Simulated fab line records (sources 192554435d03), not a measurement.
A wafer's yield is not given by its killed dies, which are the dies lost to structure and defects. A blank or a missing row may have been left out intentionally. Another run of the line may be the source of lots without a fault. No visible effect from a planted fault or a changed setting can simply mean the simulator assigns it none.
Split-lot trial -- flow n5Finfet -- route with 1938 steps; 7 lots, 21 wafers read

== SPLIT DETAILS ==
At N5_BEOL_M11_ETCH_62 (etches SOC in N2/H2, target depth 110 nm, overetch 22 nm, time 165 s), the setting biasW was moved away from the recipe's 150 W on 8 of the 21 wafers read, by -16.5% to +15.6%. For the rest of the wafers, this setting stayed at what the recipe calls for.

The split's own step is where the reading is taken.

== THE READING ==
rfVppV, in V, at N5_BEOL_M11_ETCH_62 (etches SOC in N2/H2, target depth 110 nm, overetch 22 nm, time 165 s). A value of 524 V with a standard deviation of 3.1 V is what fault-free wafers of this fab line usually give.

wafer,"tool, chamber at the split","biasW as run, W",against the recipe,"rfVppV, V",against lot-mates on the recipe
L080.1,"rieDiel-05, 1",150,recipe,524,-
L080.2,"rieDiel-05, 3",166.8,+11.2%,556,+32
L080.5,"rieDiel-05, 2",166.8,+11.2%,562,+38
L087.1,"rieDiel-04, 3",173.4,+15.6%,574,+52
L087.2,"rieDiel-04, 0",150,recipe,520,-
L087.4,"rieDiel-04, 3",150,recipe,523,-
L090.1,"rieDiel-04, 3",125.3,-16.5%,467,-54
L090.5,"rieDiel-04, 2",125.3,-16.5%,473,-48
L090.6,"rieDiel-04, 3",150,recipe,521,-
L091.1,"rieDiel-03, 0",133.8,-10.8%,487,-41
L091.5,"rieDiel-03, 3",150,recipe,528,-
L091.6,"rieDiel-03, 0",133.8,-10.8%,485,-43
L093.1,"rieDiel-05, 0",150,recipe,522,-
L093.2,"rieDiel-05, 2",150,recipe,527,-
L093.5,"rieDiel-05, 3",150,recipe,520,-
L095.1,"rieDiel-05, 3",150,recipe,521,-
L095.3,"rieDiel-05, 2",150,recipe,528,-
L095.6,"rieDiel-05, 3",150,recipe,521,-
L096.1,"rieDiel-05, 3",171,+14.0%,563,+38
L096.3,"rieDiel-05, 2",150,recipe,528,-
L096.6,"rieDiel-05, 1",150,recipe,522,-

THE FIT
A straight line over all 21 wafers: rfVppV changes by +3.21 V for each +1% of biasW; r = +0.99; the points scatter about the line by 3.2 V.
The same after taking each lot's own level away (the mean of its wafers on the recipe; 21 wafers): +3.22 V for each +1%; r = +0.99; scatter 3.8 V.
According to that fit, moving biasW by its largest amount changes the reading by 53 V.
The lots' own levels span 521.0 to 528.0 V, that is 2.3 times the standard deviation above.
The two slopes are in agreement: the lot-to-lot level therefore moves the slope only a little.
Check: with one of the wafers moved furthest among these (-16.5%) left out of the fit, the line predicts -53.8 V for it against its lot-mates. Against them it came out at -54 V.
Tool readings at the split's step, against how far the setting was moved: rfVppV r = +0.99.

== FURTHER SPLITS ON THESE WAFERS ==
These wafers also went through other splits before the reading. Each is held against what the fit with the lots' levels taken away leaves over:
other split on the same wafers,wafers away from the commonest value,r with rfVppV (lot level and that fit taken away)
N5_BEOL_M9_ILD_DEP_00 timeS,9,+0.17
N5_BEOL_M9_HM_DEP_02 targetThkA,7,+0.10
N5_BEOL_M9_EXPOSE_25 doseMj,2,+0.17
N5_BEOL_M10_COAT_05 spinRpm,10,-0.32
N5_BEOL_M11_COAT_05 spinRpm,8,-0.08

== THE WHOLE CHAIN: every reading that the file lists as answering this split, in the file's order ==
step,what it does,reading,change (the file's fit),r (the file's)
N5_BEOL_M11_ETCH_62,"etches SOC in N2/H2, target depth 110 nm, overetch 22 nm, time 165 s",rfVppV,+3.21 V for each +1% of the setting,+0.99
N5_BEOL_M11_ETCH_62,"etches SOC in N2/H2, target depth 110 nm, overetch 22 nm, time 165 s","SiARC_of_BEOL_M11_COAT_60.thkNm (the simulator's own value, which no gauge read)",-0.0751 nm for each +1% of the setting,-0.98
N5_PASSIVATION_PROBE_49,,defectLimitedYield,"-2.38 for each +1% of the setting, in a fit together with tempC@MOL_CONTACT_COAG_PECVD_31",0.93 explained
N5_PASSIVATION_PROBE_49,,killedDies,"+28.1 for each +1% of the setting, in a fit together with tempC@MOL_CONTACT_COAG_PECVD_31",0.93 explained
N5_PASSIVATION_PROBE_49,,sortYieldPct,"-2.38 % for each +1% of the setting, in a fit together with tempC@MOL_CONTACT_COAG_PECVD_31",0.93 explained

== THE FILE'S OWN FIT ==
rfVppV changes by +3.21 V for each +1% of biasW, r = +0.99.
